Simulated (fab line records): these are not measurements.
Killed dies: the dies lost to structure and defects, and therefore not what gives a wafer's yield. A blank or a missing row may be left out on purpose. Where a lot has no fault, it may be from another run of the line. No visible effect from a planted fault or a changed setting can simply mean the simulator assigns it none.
fab line records || flow nand-harc
record: {"lots": 6, "wafers": 18, "last-day": 23}
route steps=1159 shown A_SOURCE_PLATE@418 A_ONON_D1@424 END@1159
lots with no fault: from the same line, run without faults
start-h: hours from the record's opening day to when the first of the lot's shown wafers began || wait-h: hours elapsed since this lot's preceding step || " identical to the entry in the row above || L1.1+2: a row that stands for several wafers || - no value present, or no start provided || * or withheld: withheld || < > ~ a bound
route shown NAME@n: NAME is a module with steps in the file, n the number in the route of the first one || usual: mean/standard deviation of fault-free wafers || same: alike in all rows || chamber/n: place in a boat || sites: per-site readings || _std_site: standard deviation of those values || _edge_site: the outer-site mean with the inner-site mean subtracted || radius-mm: for every site, how far away it sits from the centre of the wafer || mask NAME#n: copy n || behind: the last tool/chamber to shape the wafer || hold: why the lot went on hold/how many hours it stayed there/how the hold came to an end || device: whichever transistor did not switch (one of n, p or np) || end of line: tests run on the same wafers once the route is complete || a step without rows: its recipe alone || killed: the dies lost at the first sort to structure and to defects; this is not the yield of the wafer || map: the dies of a wafer, with x for killed, . for not killed, _ for no die there
set.NAME: the setting the step ran with; set.NAME@STEP: the setting that earlier step ran with || model.NAME: the simulator's own value behind a step, which no gauge read
lots seen at some steps along the route; tables by step, rows by wafer
services: a tool's chamber out of use, with start hour (start-h, from the record's first day; less than 0 if before it), hours out, and reason
== steps ==
step: NHARC_A_SOURCE_PLATE_CVD_03
recipe: {"target-thk-a": 2000, "temp-c": 620, "pressure-mtorr": 200, "time-s": 4000, "material": "poly-Si"}
step: NHARC_A_SOURCE_PLATE_ANNEAL_05
recipe: {"temp-c": 850, "time-s": 1800}
step: NHARC_A_SOURCE_PLATE_THK_MEAS_06
recipe: {"thk-meas-gauge": "ellipsometry"}
usual: {"thk-nm": "200.1/2.6"}
{"lot.wafer": "L140.2", "tool": "film-metro-02", "chamber": "-", "start-h": 170.28, "wait-h": 0.4, "thk-nm": 204.4}
{"lot.wafer": "L140.3", "tool": "film-metro-02", "chamber": "-", "start-h": 170.28, "wait-h": 0.4, "thk-nm": 200.6}
{"lot.wafer": "L140.6", "tool": "film-metro-02", "chamber": "-", "start-h": 170.28, "wait-h": 0.4, "thk-nm": 199.0}
{"lot.wafer": "L141.1", "tool": "film-metro-01", "chamber": "-", "start-h": 170.29, "wait-h": 0.4, "thk-nm": 198.5}
{"lot.wafer": "L141.3", "tool": "film-metro-01", "chamber": "-", "start-h": 170.29, "wait-h": 0.4, "thk-nm": 196.4}
{"lot.wafer": "L141.5", "tool": "film-metro-01", "chamber": "-", "start-h": 170.29, "wait-h": 0.4, "thk-nm": 197.5}
{"lot.wafer": "L144.3", "tool": "film-metro-02", "chamber": "-", "start-h": 181.82, "wait-h": 0.4, "thk-nm": 204.9}
{"lot.wafer": "L144.4", "tool": "film-metro-02", "chamber": "-", "start-h": 181.82, "wait-h": 0.4, "thk-nm": 203.4}
{"lot.wafer": "L144.6", "tool": "film-metro-02", "chamber": "-", "start-h": 181.82, "wait-h": 0.4, "thk-nm": 206.2}
{"lot.wafer": "L152.1", "tool": "film-metro-02", "chamber": "-", "start-h": 235.39, "wait-h": 0.4, "thk-nm": 197.1}
{"lot.wafer": "L152.3", "tool": "film-metro-02", "chamber": "-", "start-h": 235.39, "wait-h": 0.4, "thk-nm": 198.9}
{"lot.wafer": "L152.6", "tool": "film-metro-02", "chamber": "-", "start-h": 235.39, "wait-h": 0.4, "thk-nm": 198.2}
{"lot.wafer": "L156.1", "tool": "film-metro-01", "chamber": "-", "start-h": 254.01, "wait-h": 0.4, "thk-nm": 199.5}
{"lot.wafer": "L156.5", "tool": "film-metro-01", "chamber": "-", "start-h": 254.01, "wait-h": 0.4, "thk-nm": 198.9}
{"lot.wafer": "L156.6", "tool": "film-metro-01", "chamber": "-", "start-h": 254.01, "wait-h": 0.4, "thk-nm": 201.2}
{"lot.wafer": "L158.2", "tool": "film-metro-01", "chamber": "-", "start-h": 265.21, "wait-h": 0.4, "thk-nm": 199.2}
{"lot.wafer": "L158.4", "tool": "film-metro-01", "chamber": "-", "start-h": 265.21, "wait-h": 0.4, "thk-nm": 200.5}
{"lot.wafer": "L158.5", "tool": "film-metro-01", "chamber": "-", "start-h": 265.21, "wait-h": 0.4, "thk-nm": 200.4}
step: NHARC_A_SOURCE_PLATE_INSPECT_08
usual: {"raw-defect-count": "60/22"}
{"lot.wafer": "L140.2", "tool": "defect-inspect-02", "chamber": "-", "start-h": 170.35, "wait-h": 0.0, "raw-defect-count": 47}
{"lot.wafer": "L140.3", "tool": "defect-inspect-02", "chamber": "-", "start-h": 170.35, "wait-h": 0.0, "raw-defect-count": 36}
{"lot.wafer": "L140.6", "tool": "defect-inspect-02", "chamber": "-", "start-h": 170.35, "wait-h": 0.0, "raw-defect-count": 34}
{"lot.wafer": "L141.1", "tool": "defect-inspect-01", "chamber": "-", "start-h": 170.35, "wait-h": 0.0, "raw-defect-count": 55}
{"lot.wafer": "L141.3", "tool": "defect-inspect-01", "chamber": "-", "start-h": 170.35, "wait-h": 0.0, "raw-defect-count": 46}
{"lot.wafer": "L141.5", "tool": "defect-inspect-01", "chamber": "-", "start-h": 170.35, "wait-h": 0.0, "raw-defect-count": 55}
{"lot.wafer": "L144.3", "tool": "defect-inspect-02", "chamber": "-", "start-h": 181.89, "wait-h": 0.0, "raw-defect-count": 50}
{"lot.wafer": "L144.4", "tool": "defect-inspect-02", "chamber": "-", "start-h": 181.89, "wait-h": 0.0, "raw-defect-count": 74}
{"lot.wafer": "L144.6", "tool": "defect-inspect-02", "chamber": "-", "start-h": 181.89, "wait-h": 0.0, "raw-defect-count": 102}
{"lot.wafer": "L152.1", "tool": "defect-inspect-02", "chamber": "-", "start-h": 235.45, "wait-h": 0.0, "raw-defect-count": 56}
{"lot.wafer": "L152.3", "tool": "defect-inspect-02", "chamber": "-", "start-h": 235.45, "wait-h": 0.0, "raw-defect-count": 96}
{"lot.wafer": "L152.6", "tool": "defect-inspect-02", "chamber": "-", "start-h": 235.45, "wait-h": 0.0, "raw-defect-count": 52}
{"lot.wafer": "L156.1", "tool": "defect-inspect-01", "chamber": "-", "start-h": 254.07, "wait-h": 0.0, "raw-defect-count": 31}
{"lot.wafer": "L156.5", "tool": "defect-inspect-01", "chamber": "-", "start-h": 254.07, "wait-h": 0.0, "raw-defect-count": 51}
{"lot.wafer": "L156.6", "tool": "defect-inspect-01", "chamber": "-", "start-h": 254.07, "wait-h": 0.0, "raw-defect-count": 34}
{"lot.wafer": "L158.2", "tool": "defect-inspect-01", "chamber": "-", "start-h": 265.27, "wait-h": 0.0, "raw-defect-count": 76}
{"lot.wafer": "L158.4", "tool": "defect-inspect-01", "chamber": "-", "start-h": 265.27, "wait-h": 0.0, "raw-defect-count": 47}
{"lot.wafer": "L158.5", "tool": "defect-inspect-01", "chamber": "-", "start-h": 265.27, "wait-h": 0.0, "raw-defect-count": 74}
step: NHARC_A_ONON_D1_DEP_00
recipe: {"target-thk-a": 10000, "n2-flow-sccm": 2750, "n2o-flow-sccm": 2000, "nh3-flow-sccm": 500, "sih4-flow-sccm": 210, "temp-c": 400}
step: NHARC_A_ONON_D1_THK_MEAS_02
recipe: {"thk-meas-gauge": "ellipsometry"}
usual: {"thk-nm": "1002/9.7"}
{"lot.wafer": "L140.2", "tool": "film-metro-02", "chamber": "-", "start-h": 171.24, "wait-h": "-", "thk-nm": 986}
{"lot.wafer": "L140.3", "tool": "film-metro-02", "chamber": "-", "start-h": 171.24, "wait-h": "-", "thk-nm": 985}
{"lot.wafer": "L140.6", "tool": "film-metro-02", "chamber": "-", "start-h": 171.24, "wait-h": "-", "thk-nm": 987}
{"lot.wafer": "L141.1", "tool": "film-metro-01", "chamber": "-", "start-h": 171.25, "wait-h": "-", "thk-nm": 1005}
{"lot.wafer": "L141.3", "tool": "film-metro-01", "chamber": "-", "start-h": 171.25, "wait-h": "-", "thk-nm": 1004}
{"lot.wafer": "L141.5", "tool": "film-metro-01", "chamber": "-", "start-h": 171.25, "wait-h": "-", "thk-nm": 1007}
{"lot.wafer": "L144.3", "tool": "film-metro-01", "chamber": "-", "start-h": 182.57, "wait-h": "-", "thk-nm": 1009}
{"lot.wafer": "L144.4", "tool": "film-metro-01", "chamber": "-", "start-h": 182.57, "wait-h": "-", "thk-nm": 1007}
{"lot.wafer": "L144.6", "tool": "film-metro-01", "chamber": "-", "start-h": 182.57, "wait-h": "-", "thk-nm": 1010}
{"lot.wafer": "L152.1", "tool": "film-metro-02", "chamber": "-", "start-h": 236.03, "wait-h": "-", "thk-nm": 1010}
{"lot.wafer": "L152.3", "tool": "film-metro-02", "chamber": "-", "start-h": 236.03, "wait-h": "-", "thk-nm": 1010}
{"lot.wafer": "L152.6", "tool": "film-metro-02", "chamber": "-", "start-h": 236.03, "wait-h": "-", "thk-nm": 1012}
{"lot.wafer": "L156.1", "tool": "film-metro-01", "chamber": "-", "start-h": 254.65, "wait-h": "-", "thk-nm": 1004}
{"lot.wafer": "L156.5", "tool": "film-metro-01", "chamber": "-", "start-h": 254.65, "wait-h": "-", "thk-nm": 1004}
{"lot.wafer": "L156.6", "tool": "film-metro-01", "chamber": "-", "start-h": 254.65, "wait-h": "-", "thk-nm": 1003}
{"lot.wafer": "L158.2", "tool": "film-metro-02", "chamber": "-", "start-h": 266.09, "wait-h": "-", "thk-nm": 997}
{"lot.wafer": "L158.4", "tool": "film-metro-02", "chamber": "-", "start-h": 266.09, "wait-h": "-", "thk-nm": 997}
{"lot.wafer": "L158.5", "tool": "film-metro-02", "chamber": "-", "start-h": 266.09, "wait-h": "-", "thk-nm": 1001}
step: NHARC_A_ONON_D1_DEP_03
recipe: {"target-thk-a": 10000, "n2-flow-sccm": 2750, "n2o-flow-sccm": 2000, "nh3-flow-sccm": 500, "sih4-flow-sccm": 210, "temp-c": 400}
step: NHARC_A_ONON_D1_THK_MEAS_05
recipe: {"thk-meas-gauge": "ellipsometry"}
usual: {"thk-nm": "999/7.9"}
{"lot.wafer": "L140.2", "tool": "film-metro-02", "chamber": "-", "start-h": 171.81, "wait-h": "-", "thk-nm": 998}
{"lot.wafer": "L140.3", "tool": "film-metro-02", "chamber": "-", "start-h": 171.81, "wait-h": "-", "thk-nm": 998}
{"lot.wafer": "L140.6", "tool": "film-metro-02", "chamber": "-", "start-h": 171.81, "wait-h": "-", "thk-nm": 999}
{"lot.wafer": "L141.1", "tool": "film-metro-02", "chamber": "-", "start-h": 171.94, "wait-h": "-", "thk-nm": 1011}
{"lot.wafer": "L141.3", "tool": "film-metro-02", "chamber": "-", "start-h": 171.94, "wait-h": "-", "thk-nm": 1010}
{"lot.wafer": "L141.5", "tool": "film-metro-02", "chamber": "-", "start-h": 171.94, "wait-h": "-", "thk-nm": 1009}
{"lot.wafer": "L144.3", "tool": "film-metro-02", "chamber": "-", "start-h": 183.15, "wait-h": "-", "thk-nm": 988}
{"lot.wafer": "L144.4", "tool": "film-metro-02", "chamber": "-", "start-h": 183.15, "wait-h": "-", "thk-nm": 988}
{"lot.wafer": "L144.6", "tool": "film-metro-02", "chamber": "-", "start-h": 183.15, "wait-h": "-", "thk-nm": 987}
{"lot.wafer": "L152.1", "tool": "film-metro-01", "chamber": "-", "start-h": 236.60, "wait-h": "-", "thk-nm": 980}
{"lot.wafer": "L152.3", "tool": "film-metro-01", "chamber": "-", "start-h": 236.60, "wait-h": "-", "thk-nm": 981}
{"lot.wafer": "L152.6", "tool": "film-metro-01", "chamber": "-", "start-h": 236.60, "wait-h": "-", "thk-nm": 982}
{"lot.wafer": "L156.1", "tool": "film-metro-02", "chamber": "-", "start-h": 255.21, "wait-h": "-", "thk-nm": 997}
{"lot.wafer": "L156.5", "tool": "film-metro-02", "chamber": "-", "start-h": 255.21, "wait-h": "-", "thk-nm": 999}
{"lot.wafer": "L156.6", "tool": "film-metro-02", "chamber": "-", "start-h": 255.21, "wait-h": "-", "thk-nm": 998}
{"lot.wafer": "L158.2", "tool": "film-metro-02", "chamber": "-", "start-h": 266.65, "wait-h": "-", "thk-nm": 1002}
{"lot.wafer": "L158.4", "tool": "film-metro-02", "chamber": "-", "start-h": 266.65, "wait-h": "-", "thk-nm": 1000}
{"lot.wafer": "L158.5", "tool": "film-metro-02", "chamber": "-", "start-h": 266.65, "wait-h": "-", "thk-nm": 1002}
step: NHARC_A_ONON_D1_DEP_06
recipe: {"target-thk-a": 10000, "n2-flow-sccm": 2750, "n2o-flow-sccm": 2000, "nh3-flow-sccm": 500, "sih4-flow-sccm": 210, "temp-c": 400}
step: NHARC_A_ONON_D1_THK_MEAS_08
recipe: {"thk-meas-gauge": "ellipsometry"}
usual: {"thk-nm": "999/10"}
{"lot.wafer": "L140.2", "tool": "film-metro-02", "chamber": "-", "start-h": 172.37, "wait-h": "-", "thk-nm": 995}
{"lot.wafer": "L140.3", "tool": "film-metro-02", "chamber": "-", "start-h": 172.37, "wait-h": "-", "thk-nm": 995}
{"lot.wafer": "L140.6", "tool": "film-metro-02", "chamber": "-", "start-h": 172.37, "wait-h": "-", "thk-nm": 995}
{"lot.wafer": "L141.1", "tool": "film-metro-01", "chamber": "-", "start-h": 172.51, "wait-h": "-", "thk-nm": 1003}
{"lot.wafer": "L141.3", "tool": "film-metro-01", "chamber": "-", "start-h": 172.51, "wait-h": "-", "thk-nm": 1003}
{"lot.wafer": "L141.5", "tool": "film-metro-01", "chamber": "-", "start-h": 172.51, "wait-h": "-", "thk-nm": 1003}
{"lot.wafer": "L144.3", "tool": "film-metro-01", "chamber": "-", "start-h": 183.71, "wait-h": "-", "thk-nm": 991}
{"lot.wafer": "L144.4", "tool": "film-metro-01", "chamber": "-", "start-h": 183.71, "wait-h": "-", "thk-nm": 992}
{"lot.wafer": "L144.6", "tool": "film-metro-01", "chamber": "-", "start-h": 183.71, "wait-h": "-", "thk-nm": 991}
{"lot.wafer": "L152.1", "tool": "film-metro-02", "chamber": "-", "start-h": 237.16, "wait-h": "-", "thk-nm": 1014}
{"lot.wafer": "L152.3", "tool": "film-metro-02", "chamber": "-", "start-h": 237.16, "wait-h": "-", "thk-nm": 1017}
{"lot.wafer": "L152.6", "tool": "film-metro-02", "chamber": "-", "start-h": 237.16, "wait-h": "-", "thk-nm": 1016}
{"lot.wafer": "L156.1", "tool": "film-metro-02", "chamber": "-", "start-h": 255.78, "wait-h": "-", "thk-nm": 999}
{"lot.wafer": "L156.5", "tool": "film-metro-02", "chamber": "-", "start-h": 255.78, "wait-h": "-", "thk-nm": 999}
{"lot.wafer": "L156.6", "tool": "film-metro-02", "chamber": "-", "start-h": 255.78, "wait-h": "-", "thk-nm": 999}
{"lot.wafer": "L158.2", "tool": "film-metro-01", "chamber": "-", "start-h": 267.21, "wait-h": "-", "thk-nm": 1001}
{"lot.wafer": "L158.4", "tool": "film-metro-01", "chamber": "-", "start-h": 267.21, "wait-h": "-", "thk-nm": 1000}
{"lot.wafer": "L158.5", "tool": "film-metro-01", "chamber": "-", "start-h": 267.21, "wait-h": "-", "thk-nm": 1002}
step: NHARC_A_ONON_D1_DEP_09
recipe: {"target-thk-a": 10000, "n2-flow-sccm": 2750, "n2o-flow-sccm": 2000, "nh3-flow-sccm": 500, "sih4-flow-sccm": 210, "temp-c": 400}
{"lot.wafer": "L140.2+3+6", "tool": "pecvd-onon-02", "chamber": 0, "start-h": 172.53, "wait-h": 0.2}
{"lot.wafer": "L141.1+3+5", "tool": "pecvd-onon-04", "chamber": 0, "start-h": 172.57, "wait-h": 0.1}
{"lot.wafer": "L144.3+4+6", "tool": "pecvd-onon-02", "chamber": 0, "start-h": 183.88, "wait-h": 0.2}
{"lot.wafer": "L152.1+3+6", "tool": "pecvd-onon-03", "chamber": 0, "start-h": 237.21, "wait-h": 0.1}
{"lot.wafer": "L156.1+5+6", "tool": "pecvd-onon-02", "chamber": 0, "start-h": 255.84, "wait-h": 0.1}
{"lot.wafer": "L158.2+4+5", "tool": "pecvd-onon-02", "chamber": 0, "start-h": 267.33, "wait-h": 0.1}
step: NHARC_A_ONON_D1_THK_MEAS_11
recipe: {"thk-meas-gauge": "ellipsometry"}
usual: {"thk-nm": "1002/14"}
{"lot.wafer": "L140.2", "tool": "film-metro-02", "chamber": "-", "start-h": 172.98, "wait-h": "-", "thk-nm": 1011}
{"lot.wafer": "L140.3", "tool": "film-metro-02", "chamber": "-", "start-h": 172.98, "wait-h": "-", "thk-nm": 1007}
{"lot.wafer": "L140.6", "tool": "film-metro-02", "chamber": "-", "start-h": 172.98, "wait-h": "-", "thk-nm": 1008}
{"lot.wafer": "L141.1", "tool": "film-metro-01", "chamber": "-", "start-h": 173.07, "wait-h": "-", "thk-nm": 1002}
{"lot.wafer": "L141.3", "tool": "film-metro-01", "chamber": "-", "start-h": 173.07, "wait-h": "-", "thk-nm": 1000}
{"lot.wafer": "L141.5", "tool": "film-metro-01", "chamber": "-", "start-h": 173.07, "wait-h": "-", "thk-nm": 1000}
{"lot.wafer": "L144.3", "tool": "film-metro-02", "chamber": "-", "start-h": 184.28, "wait-h": "-", "thk-nm": 1008}
{"lot.wafer": "L144.4", "tool": "film-metro-02", "chamber": "-", "start-h": 184.28, "wait-h": "-", "thk-nm": 1011}
{"lot.wafer": "L144.6", "tool": "film-metro-02", "chamber": "-", "start-h": 184.28, "wait-h": "-", "thk-nm": 1008}
{"lot.wafer": "L152.1", "tool": "film-metro-02", "chamber": "-", "start-h": 237.73, "wait-h": "-", "thk-nm": 1017}
{"lot.wafer": "L152.3", "tool": "film-metro-02", "chamber": "-", "start-h": 237.73, "wait-h": "-", "thk-nm": 1017}
{"lot.wafer": "L152.6", "tool": "film-metro-02", "chamber": "-", "start-h": 237.73, "wait-h": "-", "thk-nm": 1016}
{"lot.wafer": "L156.1", "tool": "film-metro-02", "chamber": "-", "start-h": 256.35, "wait-h": "-", "thk-nm": 1497}
{"lot.wafer": "L156.5", "tool": "film-metro-02", "chamber": "-", "start-h": 256.35, "wait-h": "-", "thk-nm": 1499}
{"lot.wafer": "L156.6", "tool": "film-metro-02", "chamber": "-", "start-h": 256.35, "wait-h": "-", "thk-nm": 1498}
{"lot.wafer": "L158.2", "tool": "film-metro-01", "chamber": "-", "start-h": 267.78, "wait-h": "-", "thk-nm": 1477}
{"lot.wafer": "L158.4", "tool": "film-metro-01", "chamber": "-", "start-h": 267.78, "wait-h": "-", "thk-nm": 1478}
{"lot.wafer": "L158.5", "tool": "film-metro-01", "chamber": "-", "start-h": 267.78, "wait-h": "-", "thk-nm": 1479}
step: NHARC_A_ONON_D1_DEP_12
recipe: {"target-thk-a": 10000, "n2-flow-sccm": 2750, "n2o-flow-sccm": 2000, "nh3-flow-sccm": 500, "sih4-flow-sccm": 210, "temp-c": 400}
step: NHARC_END_SORT_01
recipe: {"temp-c": 25}
usual: {"killed-at-array": "27/11", "killed-at-other": "0.7/1.1", "killed-at-periphery": "3.4/2.1", "killed-dies": "31/12", "killed-open": "3.6/2", "killed-short": "2.0/1.3"}
same: {"gross-dies": 677}
{"lot.wafer": "L158.2", "tool": "prober-02", "chamber": 0, "start-h": 548.97, "wait-h": 2.8, "killed-at-array": 671, "killed-at-other": 0, "killed-at-periphery": 6, "killed-dies": 677, "killed-open": 6, "killed-short": 0}
{"lot.wafer": "L158.4", "tool": "prober-02", "chamber": 0, "start-h": 550.58, "wait-h": 3.4, "killed-at-array": 670, "killed-at-other": 0, "killed-at-periphery": 7, "killed-dies": 677, "killed-open": 4, "killed-short": 1}
{"lot.wafer": "L158.5", "tool": "prober-02", "chamber": 0, "start-h": 551.39, "wait-h": 3.7, "killed-at-array": 670, "killed-at-other": 0, "killed-at-periphery": 7, "killed-dies": 677, "killed-open": 5, "killed-short": 4}
{"lot.wafer": "L156.1", "tool": "prober-01", "chamber": 0, "start-h": 554.25, "wait-h": 2.5, "killed-at-array": 669, "killed-at-other": 1, "killed-at-periphery": 7, "killed-dies": 677, "killed-open": 3, "killed-short": 2}
{"lot.wafer": "L156.5", "tool": "prober-01", "chamber": 0, "start-h": 557.48, "wait-h": 3.7, "killed-at-array": 673, "killed-at-other": 2, "killed-at-periphery": 2, "killed-dies": 677, "killed-open": 2, "killed-short": 4}
{"lot.wafer": "L156.6", "tool": "prober-01", "chamber": 0, "start-h": 558.29, "wait-h": 4.0, "killed-at-array": 673, "killed-at-other": 2, "killed-at-periphery": 2, "killed-dies": 677, "killed-open": 4, "killed-short": 5}
killed by level:class
L158.2 A_ONON_D1:area-dep=641 A_CHANNEL_HOLE_D1:chamber-film-flake=25 A_SGD_CUT:geometric-particle:open=2 P_BONDPAD:chamber-film-flake=2 A_CONTACT:chamber-film-flake=2 P_STI:geometric-particle:open=1 P_GATE:geometric-particle:open=1 P_M0:geometric-particle:open=1
L158.4 A_ONON_D1:area-dep=642 A_CHANNEL_HOLE_D1:chamber-film-flake=22 P_BONDPAD:chamber-film-flake=4 A_M0:geometric-particle:open=2 A_CONTACT:chamber-film-flake=2 P_CONTACT:geometric-particle:open=1 A_SGD_CUT:geometric-particle:open=1 A_CONTACT:geometric-particle:short=1
L158.5 A_ONON_D1:area-dep=634 A_CHANNEL_HOLE_D1:chamber-film-flake=28 P_BONDPAD:chamber-film-flake=3 A_CONTACT:geometric-particle:open=2 A_CONTACT:chamber-film-flake=2 P_STI:geometric-particle:short=1 P_M0:geometric-particle:open=1 P_M0:geometric-particle:short=1
L156.1 A_ONON_D1:area-dep=615 A_CHANNEL_HOLE_D1:chamber-film-flake=25 A_SLIT:chamber-film-flake=13 A_STAIRCASE:chamber-film-flake=8 P_ZERO_WELL:chamber-film-flake=5 A_CONTACT:chamber-film-flake=5 P_GATE:geometric-particle:open=1 P_GATE:geometric-particle:short=1
L156.5 A_ONON_D1:area-dep=625 A_CHANNEL_HOLE_D1:chamber-film-flake=26 A_SLIT:chamber-film-flake=7 A_STAIRCASE:chamber-film-flake=5 A_CONTACT:chamber-film-flake=5 THIN_TSV:chamber-film-flake=2 P_CONTACT:geometric-particle:short=1 P_M2:geometric-particle:open=1
L156.6 A_ONON_D1:area-dep=624 A_CHANNEL_HOLE_D1:chamber-film-flake=24 A_STAIRCASE:chamber-film-flake=7 A_SLIT:chamber-film-flake=7 A_CONTACT:chamber-film-flake=4 THIN_TSV:chamber-film-flake=2 P_STI:geometric-particle:short=1 P_M0:geometric-particle:open=1
map L156.1 (x killed, . not)
____________x____________
_________xxxxxxx_________
_______xxxxxxxxxxx_______
______xxxxxxxxxxxxx______
_____xxxxxxxxxxxxxxx_____
____xxxxxxxxxxxxxxxxx____
____xxxxxxxxxxxxxxxxx____
___xxxxxxxxxxxxxxxxxxx___
___xxxxxxxxxxxxxxxxxxx___
__xxxxxxxxxxxxxxxxxxxxx__
__xxxxxxxxxxxxxxxxxxxxx__
_xxxxxxxxxxxxxxxxxxxxxxx_
_xxxxxxxxxxxxxxxxxxxxxxx_
_xxxxxxxxxxxxxxxxxxxxxxx_
_xxxxxxxxxxxxxxxxxxxxxxx_
_xxxxxxxxxxxxxxxxxxxxxxx_
xxxxxxxxxxxxxxxxxxxxxxxxx
xxxxxxxxxxxxxxxxxxxxxxxxx
xxxxxxxxxxxxxxxxxxxxxxxxx
xxxxxxxxxxxxxxxxxxxxxxxxx
xxxxxxxxxxxxxxxxxxxxxxxxx
_xxxxxxxxxxxxxxxxxxxxxxx_
_xxxxxxxxxxxxxxxxxxxxxxx_
_xxxxxxxxxxxxxxxxxxxxxxx_
_xxxxxxxxxxxxxxxxxxxxxxx_
_xxxxxxxxxxxxxxxxxxxxxxx_
__xxxxxxxxxxxxxxxxxxxxx__
__xxxxxxxxxxxxxxxxxxxxx__
___xxxxxxxxxxxxxxxxxxx___
___xxxxxxxxxxxxxxxxxxx___
____xxxxxxxxxxxxxxxxx____
____xxxxxxxxxxxxxxxxx____
_____xxxxxxxxxxxxxxx_____
______xxxxxxxxxxxxx______
_______xxxxxxxxxxx_______
_________xxxxxxx_________
____________x____________
map L158.2 (x killed, . not)
____________x____________
_________xxxxxxx_________
_______xxxxxxxxxxx_______
______xxxxxxxxxxxxx______
_____xxxxxxxxxxxxxxx_____
____xxxxxxxxxxxxxxxxx____
____xxxxxxxxxxxxxxxxx____
___xxxxxxxxxxxxxxxxxxx___
___xxxxxxxxxxxxxxxxxxx___
__xxxxxxxxxxxxxxxxxxxxx__
__xxxxxxxxxxxxxxxxxxxxx__
_xxxxxxxxxxxxxxxxxxxxxxx_
_xxxxxxxxxxxxxxxxxxxxxxx_
_xxxxxxxxxxxxxxxxxxxxxxx_
_xxxxxxxxxxxxxxxxxxxxxxx_
_xxxxxxxxxxxxxxxxxxxxxxx_
xxxxxxxxxxxxxxxxxxxxxxxxx
xxxxxxxxxxxxxxxxxxxxxxxxx
xxxxxxxxxxxxxxxxxxxxxxxxx
xxxxxxxxxxxxxxxxxxxxxxxxx
xxxxxxxxxxxxxxxxxxxxxxxxx
_xxxxxxxxxxxxxxxxxxxxxxx_
_xxxxxxxxxxxxxxxxxxxxxxx_
_xxxxxxxxxxxxxxxxxxxxxxx_
_xxxxxxxxxxxxxxxxxxxxxxx_
_xxxxxxxxxxxxxxxxxxxxxxx_
__xxxxxxxxxxxxxxxxxxxxx__
__xxxxxxxxxxxxxxxxxxxxx__
___xxxxxxxxxxxxxxxxxxx___
___xxxxxxxxxxxxxxxxxxx___
____xxxxxxxxxxxxxxxxx____
____xxxxxxxxxxxxxxxxx____
_____xxxxxxxxxxxxxxx_____
______xxxxxxxxxxxxx______
_______xxxxxxxxxxx_______
_________xxxxxxx_________
____________x____________
== services ==
{"tool": "pecvd-onon-03", "chamber": "-", "start-h": 153.00, "hours": 13.0, "kind": "pm"}
{"tool": "pecvd-onon-04", "chamber": "-", "start-h": 237.67, "hours": 13.0, "kind": "pm"}
== key ==
first-sign: {"step": "NHARC_A_ONON_D1_THK_MEAS_11", "reading": "thk-nm", "direction": "up", "sigmas": 35, "usual": 1002, "struck": 1488}
effect: {"step": "NHARC_END_SORT_01", "reading": "killed-at-array", "direction": "up", "sigmas": 57, "usual": 27, "struck": 671}
more-kills-born-at: {"NHARC_A_ONON_D1_DEP_09@pecvd-onon-02": 3781}
met-at NHARC_A_ONON_D1_DEP_09
struck-wafers L156.1,L156.5,L156.6,L158.2,L158.4,L158.5
later-rows-left-out L156.1,L156.5,L156.6,L158.2,L158.4,L158.5
tester-left-out L156,L158
onset-between 183.88 255.84
also-fits time
fault: {"kind": "process-parameter-drift", "tool": "pecvd-onon-02", "chamber": "-", "onset-h": 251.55, "steps": "NHARC_A_ONON_D1_DEP_09", "channel": "target-thk-a", "offset": "*", "shape": "step", "end-h": 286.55, "acts-in": "*", "stated": "*"}
tester-left-out: of these lots the tester's yield and bins aren't shown, on N5 and GAA mostly nor the transistor test; their killed dies are dies lost to structure and defects alone, not to doping, threshold or leakage, so they don't give the yield
later-rows-left-out: the simulator's readings of these wafers behind a module that went badly wrong aren't trusted and aren't shown, but for the sort
